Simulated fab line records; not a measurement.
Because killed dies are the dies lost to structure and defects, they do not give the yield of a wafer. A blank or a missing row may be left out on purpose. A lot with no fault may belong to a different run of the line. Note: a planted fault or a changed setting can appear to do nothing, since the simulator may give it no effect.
What tool caused it? | flow nandHarc | 7 lots with 21 wafers sampled at 4 steps, on a route of 1159 steps

== WHAT THE GAUGES READ, wafer by wafer ==
NHARC_P_STI_OVL_MEAS_10.
lot  | measured    | on         | overlayXNm (nm)
L775 | day 2 17:50 | overlay-02 | 2 2 2
L778 | day 3 12:26 | overlay-01 | 3 3 3
L780 | day 4 02:01 | overlay-01 | 5 5 6
L783 | day 4 17:50 | overlay-01 | 7 6 7
L785 | day 5 05:05 | overlay-02 | -3 -2 -2
L796 | day 8 00:38 | overlay-01 | 1 1 0

== WHAT TOOL EACH LOT RAN ON (gives the tool, then ch and the chambers of the sampled wafers, and finally the start) ==
lot  | NHARC_P_ZERO_WELL_DESCUM_13      | NHARC_P_ZERO_WELL_PEB_22        | NHARC_P_ZERO_WELL_DESCUM_54
L775 | rieDiel-02 ch 1,2,3, day 1 19:24 | lithoTrack-03 ch 0, day 1 20:30 | rieDiel-07 ch 2,3, day 1 23:48
L778 | rieDiel-02 ch 1,2,3, day 2 13:19 | lithoTrack-05 ch 0, day 2 14:23 | rieDiel-02 ch 2,3, day 2 17:40
L780 | rieDiel-12 ch 0,1,2, day 3 01:25 | lithoTrack-07 ch 0, day 3 02:30 | rieDiel-02 ch 0,1,3, day 3 06:03
L783 | rieDiel-02 ch 0,2,3, day 3 19:25 | lithoTrack-07 ch 0, day 3 20:31 | rieDiel-02 ch 0,2,3, day 4 00:06
L785 | rieDiel-12 ch 1,2, day 4 07:23   | lithoTrack-07 ch 0, day 4 08:29 | rieDiel-12 ch 0,2,3, day 4 12:01
L787 | rieDiel-12 ch 0,1,2, day 4 19:24 | lithoTrack-07, day 4 20:32      | rieDiel-07 ch 0,2,3, day 4 23:49
L796 | rieDiel-07 ch 0,1,2, day 7 01:17 | lithoTrack-05 ch 0, day 7 02:22 | rieDiel-02 ch 0,2,3, day 7 05:49
- NHARC_P_ZERO_WELL_DESCUM_13: chemistry O2, time 3 s.
- NHARC_P_ZERO_WELL_PEB_22: peb time 85 s.
- NHARC_P_ZERO_WELL_DESCUM_54: chemistry O2, time 3 s.

== THE ANSWER, worked out from the rows above alone ==
Rule: the usual values come from the lots themselves. The widest of any qualifying gaps counts: lots, ordered by their means at a reading, are off when they make up no more than a third of the lots, leave a main group of 4 or more, and stand apart from it by 3 or more times the standard deviation of that group's means. Not used: any main group whose means are identical at the precision the tables above print for the reading. A lot without any number at a reading at which 4 lots or more have one is off too. The other lots that the step has rows for count as sound.
None of the lots is off at any reading shown; this tells nothing.

== WHAT THE SIMULATOR HAD INSERTED ==
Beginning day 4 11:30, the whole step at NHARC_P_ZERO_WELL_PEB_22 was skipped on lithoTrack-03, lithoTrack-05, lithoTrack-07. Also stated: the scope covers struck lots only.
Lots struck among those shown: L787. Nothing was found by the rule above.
